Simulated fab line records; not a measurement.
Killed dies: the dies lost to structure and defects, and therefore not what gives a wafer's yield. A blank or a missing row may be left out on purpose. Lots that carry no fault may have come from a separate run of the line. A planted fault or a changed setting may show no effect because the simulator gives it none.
What tool caused it? + flow nandHarc + 24 lots, 72 wafers sampled, at 6 steps of a route of 1302

## WHAT THE GAUGES SHOWED, per wafer
NHARC_P_CONTACT_CD_MEAS_12: target cd 90 nm.
| lot  | measured     | on       | cdNm (nm)      |
|------|--------------|----------|----------------|
| L075 | day 6 08:17  | cdSem-01 | 91.3 90.9 90.7 |
| L074 | day 6 06:41  | cdSem-01 | 89.7 89.8 90.3 |
| L076 | day 6 21:43  | cdSem-02 | 91.1 90.9 91.3 |
| L077 | day 7 03:23  | cdSem-02 | 88.8 89.1 89.3 |
| L078 | day 7 13:47  | cdSem-02 | 89.0 89.4 88.9 |
| L079 | day 8 03:17  | cdSem-03 | 89.7 88.1 89.7 |
| L080 | day 8 04:38  | cdSem-03 | 89.7 89.2 90.2 |
| L081 | day 8 16:49  | cdSem-03 | 90.5 89.9 90.4 |
| L082 | day 9 05:35  | cdSem-02 | 89.5 89.7 90.1 |
| L083 | day 9 18:08  | cdSem-02 | 89.6 88.9 89.0 |
| L084 | day 10 00:49 | cdSem-01 | 91.0 90.2 90.8 |
| L085 | day 10 10:52 | cdSem-01 | 90.3 90.3 90.4 |
| L086 | day 10 19:01 | cdSem-02 | 90.4 90.3 90.2 |
| L087 | day 11 05:26 | cdSem-03 | 91.1 91.3 89.5 |
| L088 | day 11 21:16 | cdSem-03 | 88.2 88.6 88.5 |
| L089 | day 12 01:14 | cdSem-02 | 90.4 90.0 90.4 |
| L090 | day 12 13:44 | cdSem-03 | 89.6 88.7 89.9 |
| L091 | day 12 22:43 | cdSem-02 | 89.1 89.8 89.4 |
| L092 | day 13 10:47 | cdSem-03 | 89.0 89.9 90.2 |
| L093 | day 13 15:11 | cdSem-02 | 89.8 90.5 89.4 |
| L094 | day 14 10:02 | cdSem-01 | 90.9 89.8 90.0 |
| L095 | day 14 10:15 | cdSem-03 | 90.3 89.1 89.6 |
| L096 | day 15 07:16 | cdSem-03 | 90.3 89.4 90.4 |
| L097 | day 15 15:14 | cdSem-01 | 91.3 90.6 90.7 |

## EACH LOT AND THE TOOL THAT RAN IT (in order: tool; ch and the chambers of the sampled wafers; start)
| lot  | NHARC_P_GATE_DESCUM_13            | NHARC_P_GATE_ALD_36              | NHARC_P_GATE_DESCUM_48            | NHARC_P_GATE_STRIP_75               | NHARC_P_GATE_DESCUM_93            |
|------|-----------------------------------|----------------------------------|-----------------------------------|-------------------------------------|-----------------------------------|
| L075 | rieDiel-04 ch 1,2,3, day 4 20:05  | aldSin-04 ch 1,2,3, day 5 15:50  | rieDiel-02 ch 1,2, day 6 00:16    | plasmaAsher-02 ch 0,1, day 6 00:57  | rieDiel-04 ch 1,2, day 6 03:37    |
| L074 | rieDiel-04 ch 0,1,3, day 4 20:15  | aldSin-03 ch 0,1,2, day 5 15:12  | rieDiel-04 ch 0,1,2, day 5 22:48  | plasmaAsher-01 ch 0,1, day 5 23:28  | rieDiel-04 ch 0,1,3, day 6 02:11  |
| L076 | rieDiel-04 ch 0,2,3, day 5 10:37  | aldSin-01 ch 1,2,3, day 6 03:11  | rieDiel-02 ch 0,2,3, day 6 13:49  | plasmaAsher-02 ch 0,1, day 6 14:29  | rieDiel-12 ch 1,3, day 6 17:11    |
| L077 | rieDiel-04 ch 0,1, day 5 14:40    | aldSin-03 ch 2,3, day 6 08:55    | rieDiel-04 ch 1,2, day 6 19:31    | plasmaAsher-02 ch 0,1, day 6 20:13  | rieDiel-02 ch 0,1,2, day 6 22:46  |
| L078 | rieDiel-12 ch 0,1,2, day 6 02:07  | aldSin-04 ch 1,3, day 6 19:50    | rieDiel-02 ch 0,2, day 7 05:29    | plasmaAsher-01 ch 0, day 7 06:10    | rieDiel-04 ch 1,3, day 7 08:59    |
| L079 | rieDiel-12 ch 1,2,3, day 6 08:49  | aldSin-01 ch 0,1,2, day 7 10:21  | rieDiel-12 ch 0,1,2, day 7 19:05  | plasmaAsher-01 ch 0,1, day 7 19:59  | rieDiel-02 ch 0,1,3, day 7 22:54  |
| L080 | rieDiel-12 ch 0,1, day 6 18:20    | aldSin-03 ch 0,2,3, day 7 11:40  | rieDiel-02 ch 1,2,3, day 7 20:16  | plasmaAsher-01 ch 0,1, day 7 20:55  | rieDiel-02 ch 1,2,3, day 7 23:37  |
| L081 | rieDiel-04 ch 0,1,3, day 7 04:58  | aldSin-04 ch 1,3, day 7 23:15    | rieDiel-12 ch 1,2, day 8 08:58    | plasmaAsher-02 ch 0,1, day 8 09:38  | rieDiel-12 ch 1,2,3, day 8 12:19  |
| L082 | rieDiel-02 ch 2,3, day 7 15:34    | aldSin-01 ch 0,1,3, day 8 13:28  | rieDiel-12 ch 0,3, day 8 21:56    | plasmaAsher-02 ch 0,1, day 8 22:37  | rieDiel-12 ch 0,2, day 9 01:12    |
| L083 | rieDiel-04 ch 0,2,3, day 8 05:28  | aldSin-03 ch 0,2,3, day 8 22:55  | rieDiel-04 ch 0,1,3, day 9 09:46  | plasmaAsher-01 ch 0,1, day 9 10:25  | rieDiel-04 ch 0,1,2, day 9 12:58  |
| L084 | rieDiel-02 ch 0,1,2, day 8 12:38  | aldSin-04 ch 0,1,2, day 9 06:13  | rieDiel-02 ch 1,2,3, day 9 16:55  | plasmaAsher-01 ch 0,1, day 9 17:35  | rieDiel-04 ch 1,2,3, day 9 20:24  |
| L085 | rieDiel-02 ch 0,1, day 9 00:52    | aldSin-01 ch 1,2,3, day 9 18:19  | rieDiel-12 ch 2,3, day 10 02:55   | plasmaAsher-01 ch 0,1, day 10 03:35 | rieDiel-12 ch 1,2, day 10 06:22   |
| L086 | rieDiel-02 ch 2,3, day 9 05:13    | aldSin-03 ch 1,2, day 10 00:50   | rieDiel-12 ch 0,1,2, day 10 10:54 | plasmaAsher-02 ch 0,1, day 10 11:32 | rieDiel-04 ch 0,3, day 10 14:20   |
| L087 | rieDiel-12 ch 0,1,2, day 9 17:18  | aldSin-04 ch 0,2, day 10 11:41   | rieDiel-02 ch 1,2,3, day 10 21:08 | plasmaAsher-01 ch 0,1, day 10 21:50 | rieDiel-04 ch 1,2,3, day 11 00:38 |
| L088 | rieDiel-12 ch 1,2, day 10 08:59   | aldSin-01 ch 1,2,3, day 11 04:52 | rieDiel-12 ch 2,3, day 11 13:25   | plasmaAsher-01 ch 0,1, day 11 14:04 | rieDiel-12 ch 1,2, day 11 16:45   |
| L089 | rieDiel-04 ch 0,1,2, day 10 13:30 | aldSin-03 ch 1,2,3, day 11 06:14 | rieDiel-04 ch 0,2,3, day 11 17:01 | plasmaAsher-01 ch 0,1, day 11 18:12 | rieDiel-12 ch 0,1,2, day 11 20:52 |
| L090 | rieDiel-02 ch 1,2,3, day 11 02:15 | aldSin-01 ch 0,2,3, day 11 19:01 | rieDiel-02 ch 0,1,2, day 12 05:44 | plasmaAsher-01 ch 0,1, day 12 06:25 | rieDiel-04 ch 1,2,3, day 12 09:05 |
| L091 | rieDiel-02 ch 0,1,2, day 11 12:07 | aldSin-04 ch 0,1,3, day 12 03:47 | rieDiel-02 ch 1,2,3, day 12 14:26 | plasmaAsher-01 ch 0,1, day 12 15:07 | rieDiel-12 ch 0,1,3, day 12 17:46 |
| L092 | rieDiel-02 ch 1,2,3, day 11 22:20 | aldSin-03 ch 0,2, day 12 17:16   | rieDiel-04 ch 1,2,3, day 13 02:50 | plasmaAsher-02 ch 0,1, day 13 03:30 | rieDiel-04 ch 0,1,3, day 13 06:11 |
| L093 | rieDiel-04 ch 0,2,3, day 12 05:41 | aldSin-01 ch 0,3, day 12 21:44   | rieDiel-12 ch 1,2, day 13 07:19   | plasmaAsher-02 ch 0,1, day 13 08:01 | rieDiel-04 ch 0,1, day 13 10:49   |
| L094 | rieDiel-12 ch 0,1,2, day 12 23:23 | aldSin-03 ch 0,1,2, day 13 15:41 | rieDiel-02 ch 0,1,3, day 14 02:11 | plasmaAsher-01 ch 0,1, day 14 02:51 | rieDiel-02 ch 0,1,2, day 14 05:38 |
| L095 | rieDiel-04 ch 0,2,3, day 12 23:32 | aldSin-04 ch 1,2,3, day 13 15:26 | rieDiel-12 ch 0,1,2, day 14 02:22 | plasmaAsher-02 ch 0,1, day 14 03:02 | rieDiel-04 ch 0,2,3, day 14 05:44 |
| L096 | rieDiel-04 ch 0,3, day 13 16:31   | aldSin-01 ch 1,2,3, day 14 15:05 | rieDiel-04 ch 0,1,2, day 14 23:39 | plasmaAsher-01 ch 0,1, day 15 00:20 | rieDiel-04 ch 0,2,3, day 15 02:53 |
| L097 | rieDiel-04 ch 0,2,3, day 14 05:34 | aldSin-03 ch 0,1,3, day 14 21:43 | rieDiel-04 ch 2,3, day 15 07:10   | plasmaAsher-02 ch 0,1, day 15 07:52 | rieDiel-12 ch 1,2,3, day 15 10:40 |
- NHARC_P_GATE_DESCUM_13: chemistry O2, time 3 s.
- NHARC_P_GATE_ALD_36: deposits SiNx, target thk 20 nm, pulse time 60 s, ald cycles 223.
- NHARC_P_GATE_DESCUM_48: chemistry O2, time 3 s.
- NHARC_P_GATE_STRIP_75: strips in O2.
- NHARC_P_GATE_DESCUM_93: chemistry O2, time 3 s.

## AS READ BY THE TOOLS THEMSELVES (means over the sampled wafers that have a number; for cases with no such wafer, the mark the record gives instead)
NHARC_P_GATE_DESCUM_13.
| lot  | tool       | drypumpMotorCurrentA (A) | oesProductAu (a.u.) | rfVppV (V) | showerheadPlenumPTorr (Torr) | throttleValvePct (%) |
|------|------------|--------------------------|---------------------|------------|------------------------------|----------------------|
| L075 | rieDiel-04 | 5.4                      | 1.012               | 57.6       | 1.98                         | 11.311               |
| L074 | rieDiel-04 | 5.3                      | 1.007               | 58.0       | 1.92                         | 11.315               |
| L076 | rieDiel-04 | 5.7                      | 1.010               | 58.1       | 1.90                         | 11.309               |
| L077 | rieDiel-04 | 5.7                      | 1.013               | 57.9       | 1.87                         | 11.303               |
| L078 | rieDiel-12 | 5.5                      | 0.997               | 57.1       | 1.89                         | 11.311               |
| L079 | rieDiel-12 | 5.5                      | 1.004               | 57.7       | 1.85                         | 11.298               |
| L080 | rieDiel-12 | 5.6                      | 1.012               | 57.1       | 1.90                         | 11.305               |
| L081 | rieDiel-04 | 5.3                      | 1.012               | 58.6       | 1.92                         | 11.312               |
| L082 | rieDiel-02 | 6.4                      | 0.990               | 58.3       | 1.90                         | 11.313               |
| L083 | rieDiel-04 | 5.7                      | 1.001               | 57.9       | 1.90                         | 11.314               |
| L084 | rieDiel-02 | 6.2                      | 0.991               | 58.1       | 1.93                         | 11.313               |
| L085 | rieDiel-02 | 5.9                      | 0.998               | 57.6       | 1.92                         | 11.308               |
| L086 | rieDiel-02 | 6.2                      | 0.998               | 57.7       | 1.88                         | 11.311               |
| L087 | rieDiel-12 | 5.5                      | 1.009               | 58.0       | 1.89                         | 11.308               |
| L088 | rieDiel-12 | 5.6                      | 1.005               | 57.7       | 1.87                         | 11.311               |
| L089 | rieDiel-04 | 5.8                      | 0.993               | 57.9       | 1.93                         | 11.310               |
| L090 | rieDiel-02 | 6.2                      | 1.006               | 57.4       | 1.89                         | 11.312               |
| L091 | rieDiel-02 | 6.1                      | 1.002               | 57.7       | 1.93                         | 11.314               |
| L092 | rieDiel-02 | 6.2                      | 1.001               | 58.5       | 1.89                         | 11.314               |
| L093 | rieDiel-04 | 5.7                      | 1.008               | 57.5       | 1.90                         | 11.317               |
| L094 | rieDiel-12 | 5.5                      | 1.012               | 57.7       | 1.89                         | 11.322               |
| L095 | rieDiel-04 | 5.7                      | 1.011               | 57.6       | 1.90                         | 11.313               |
| L096 | rieDiel-04 | 5.6                      | 1.005               | 57.4       | 1.84                         | 11.314               |
| L097 | rieDiel-04 | 5.7                      | 0.999               | 57.4       | 1.90                         | 11.303               |

NHARC_P_GATE_ALD_36.
| lot  | tool      | heaterPowerW (W) | precursorPulseHeightRel |
|------|-----------|------------------|-------------------------|
| L075 | aldSin-04 | 844              | 1.006                   |
| L074 | aldSin-03 | 836              | 1.018                   |
| L076 | aldSin-01 | 803              | 0.985                   |
| L077 | aldSin-03 | 775              | 1.008                   |
| L078 | aldSin-04 | 834              | 0.987                   |
| L079 | aldSin-01 | 806              | 1.010                   |
| L080 | aldSin-03 | 842              | 0.988                   |
| L081 | aldSin-04 | 836              | 1.003                   |
| L082 | aldSin-01 | 753              | 1.020                   |
| L083 | aldSin-03 | 859              | 1.014                   |
| L084 | aldSin-04 | 830              | 1.010                   |
| L085 | aldSin-01 | 798              | 1.008                   |
| L086 | aldSin-03 | 801              | 1.004                   |
| L087 | aldSin-04 | 808              | 1.019                   |
| L088 | aldSin-01 | 803              | 0.998                   |
| L089 | aldSin-03 | 818              | 1.008                   |
| L090 | aldSin-01 | 786              | 0.991                   |
| L091 | aldSin-04 | 808              | 0.993                   |
| L092 | aldSin-03 | 840              | 0.997                   |
| L093 | aldSin-01 | 747              | 1.011                   |
| L094 | aldSin-03 | 847              | 1.013                   |
| L095 | aldSin-04 | 844              | 0.992                   |
| L096 | aldSin-01 | 791              | 0.972                   |
| L097 | aldSin-03 | 847              | 0.984                   |

NHARC_P_GATE_DESCUM_48.
| lot  | tool       | drypumpMotorCurrentA (A) | oesProductAu (a.u.) | rfVppV (V) | showerheadPlenumPTorr (Torr) | throttleValvePct (%) |
|------|------------|--------------------------|---------------------|------------|------------------------------|----------------------|
| L075 | rieDiel-02 | 6.5                      | 0.998               | 57.4       | 1.92                         | 11.316               |
| L074 | rieDiel-04 | 5.8                      | 1.007               | 57.8       | 1.93                         | 11.315               |
| L076 | rieDiel-02 | 6.1                      | 0.997               | 58.1       | 1.92                         | 11.312               |
| L077 | rieDiel-04 | 5.5                      | 0.994               | 58.2       | 2.01                         | 11.315               |
| L078 | rieDiel-02 | 6.0                      | 1.000               | 59.4       | 1.96                         | 11.314               |
| L079 | rieDiel-12 | 5.5                      | 1.013               | 58.0       | 1.89                         | 11.313               |
| L080 | rieDiel-02 | 6.2                      | 1.002               | 57.8       | 1.89                         | 11.311               |
| L081 | rieDiel-12 | 5.6                      | 1.008               | 56.9       | 1.87                         | 11.303               |
| L082 | rieDiel-12 | 5.3                      | 1.007               | 58.0       | 1.89                         | 11.314               |
| L083 | rieDiel-04 | 5.3                      | 1.005               | 58.3       | 1.92                         | 11.313               |
| L084 | rieDiel-02 | 6.2                      | 1.009               | 57.2       | 1.89                         | 11.313               |
| L085 | rieDiel-12 | 5.3                      | 1.003               | 57.5       | 1.82                         | 11.318               |
| L086 | rieDiel-12 | 5.5                      | 1.004               | 58.2       | 1.89                         | 11.311               |
| L087 | rieDiel-02 | 6.2                      | 1.009               | 58.2       | 1.89                         | 11.298               |
| L088 | rieDiel-12 | 5.3                      | 1.003               | 56.6       | 1.82                         | 11.312               |
| L089 | rieDiel-04 | 5.7                      | 0.998               | 57.0       | 1.90                         | 11.308               |
| L090 | rieDiel-02 | 6.1                      | 1.003               | 57.5       | 1.93                         | 11.321               |
| L091 | rieDiel-02 | 6.2                      | 1.013               | 57.3       | 1.89                         | 11.305               |
| L092 | rieDiel-04 | 5.4                      | 1.000               | 58.4       | 1.98                         | 11.310               |
| L093 | rieDiel-12 | 5.6                      | 1.011               | 58.1       | 1.87                         | 11.308               |
| L094 | rieDiel-02 | 5.9                      | 0.994               | 57.8       | 1.90                         | 11.310               |
| L095 | rieDiel-12 | 5.5                      | 1.004               | 57.8       | 1.89                         | 11.315               |
| L096 | rieDiel-04 | 5.8                      | 0.993               | 58.3       | 1.93                         | 11.307               |
| L097 | rieDiel-04 | 5.3                      | 0.993               | 57.5       | 1.94                         | 11.315               |

NHARC_P_GATE_STRIP_75.
| lot  | tool           | drypumpMotorCurrentA (A) | heaterPowerW (W) | rfReflPowerW (W) |
|------|----------------|--------------------------|------------------|------------------|
| L075 | plasmaAsher-02 | 6.1                      | 342              | 35               |
| L074 | plasmaAsher-01 | 5.4                      | 308              | 24               |
| L076 | plasmaAsher-02 | 6.2                      | 353              | 29               |
| L077 | plasmaAsher-02 | 6.2                      | 349              | 29               |
| L078 | plasmaAsher-01 | 5.6                      | 316              | 23               |
| L079 | plasmaAsher-01 | 5.4                      | 302              | 23               |
| L080 | plasmaAsher-01 | 5.5                      | 305              | 25               |
| L081 | plasmaAsher-02 | 6.2                      | 354              | 30               |
| L082 | plasmaAsher-02 | 6.2                      | 338              | 35               |
| L083 | plasmaAsher-01 | 5.4                      | 304              | 24               |
| L084 | plasmaAsher-01 | 5.3                      | 305              | 26               |
| L085 | plasmaAsher-01 | 5.2                      | 307              | 26               |
| L086 | plasmaAsher-02 | 6.2                      | 338              | 35               |
| L087 | plasmaAsher-01 | 5.2                      | 303              | 26               |
| L088 | plasmaAsher-01 | 5.3                      | 308              | 25               |
| L089 | plasmaAsher-01 | 5.3                      | 304              | 25               |
| L090 | plasmaAsher-01 | 5.4                      | 299              | 24               |
| L091 | plasmaAsher-01 | 5.2                      | 310              | 26               |
| L092 | plasmaAsher-02 | 6.2                      | 338              | 36               |
| L093 | plasmaAsher-02 | 6.2                      | 345              | 30               |
| L094 | plasmaAsher-01 | 5.4                      | 303              | 24               |
| L095 | plasmaAsher-02 | 6.2                      | 350              | 29               |
| L096 | plasmaAsher-01 | 5.4                      | 309              | 25               |
| L097 | plasmaAsher-02 | 6.1                      | 332              | 36               |

NHARC_P_GATE_DESCUM_93.
| lot  | tool       | drypumpMotorCurrentA (A) | oesProductAu (a.u.) | rfVppV (V) | showerheadPlenumPTorr (Torr) | throttleValvePct (%) |
|------|------------|--------------------------|---------------------|------------|------------------------------|----------------------|
| L075 | rieDiel-04 | 5.5                      | 0.999               | 58.0       | 2.01                         | 11.303               |
| L074 | rieDiel-04 | 5.3                      | 1.002               | 57.9       | 1.92                         | 11.306               |
| L076 | rieDiel-12 | 5.3                      | 1.003               | 58.3       | 1.83                         | 11.312               |
| L077 | rieDiel-02 | 6.1                      | 0.995               | 57.8       | 1.93                         | 11.307               |
| L078 | rieDiel-04 | 5.1                      | 1.001               | 57.7       | 2.00                         | 11.308               |
| L079 | rieDiel-02 | 5.8                      | 0.993               | 57.7       | 1.90                         | 11.312               |
| L080 | rieDiel-02 | 6.2                      | 0.996               | 57.3       | 1.89                         | 11.304               |
| L081 | rieDiel-12 | 5.5                      | 1.008               | 57.4       | 1.85                         | 11.317               |
| L082 | rieDiel-12 | 5.5                      | 1.011               | 57.0       | 1.89                         | 11.307               |
| L083 | rieDiel-04 | 5.8                      | 1.001               | 57.6       | 1.93                         | 11.310               |
| L084 | rieDiel-04 | 5.4                      | 0.994               | 57.6       | 1.98                         | 11.319               |
| L085 | rieDiel-12 | 5.6                      | 1.004               | 57.5       | 1.87                         | 11.323               |
| L086 | rieDiel-04 | 5.6                      | 0.990               | 56.5       | 1.84                         | 11.307               |
| L087 | rieDiel-04 | 5.4                      | 0.996               | 58.1       | 1.98                         | 11.308               |
| L088 | rieDiel-12 | 5.7                      | 1.007               | 57.8       | 1.87                         | 11.313               |
| L089 | rieDiel-12 | 5.5                      | 1.010               | 57.6       | 1.89                         | 11.307               |
| L090 | rieDiel-04 | 5.4                      | 1.006               | 58.1       | 1.98                         | 11.309               |
| L091 | rieDiel-12 | 5.4                      | 0.999               | 57.4       | 1.87                         | 11.316               |
| L092 | rieDiel-04 | 5.3                      | 0.997               | 57.5       | 1.92                         | 11.320               |
| L093 | rieDiel-04 | 5.5                      | 0.998               | 56.8       | 1.95                         | 11.317               |
| L094 | rieDiel-02 | 6.1                      | 0.997               | 57.8       | 1.93                         | 11.314               |
| L095 | rieDiel-04 | 5.7                      | 0.999               | 57.2       | 1.90                         | 11.312               |
| L096 | rieDiel-04 | 5.7                      | 0.999               | 57.9       | 1.90                         | 11.312               |
| L097 | rieDiel-12 | 5.4                      | 1.003               | 57.8       | 1.85                         | 11.312               |

## THE ANSWER, worked out from the rows above alone
Rule: what is usual is taken from the lots themselves. The widest of any qualifying gaps counts: lots, ordered by their means at a reading, are off when they make up no more than a third of the lots, leave a main group of 4 or more, and stand apart from it by 3 or more times the standard deviation of that group's means. A main group whose means are all the same, to the digits that the tables above print for the reading, isn't used. Also off: a lot with no number at a reading for which 4 or more lots have one. All remaining lots with rows at the step are treated as sound. First the gauges in route order, then the tools' own readings, where a lot's mean is used as printed above. At the first step where some lot is off, the reading lying furthest off is the one used; lots without a number count as furthest.
Nothing can be told from this: no lot is off at any reading shown.

## WHAT THE SIMULATOR HAD PUT IN
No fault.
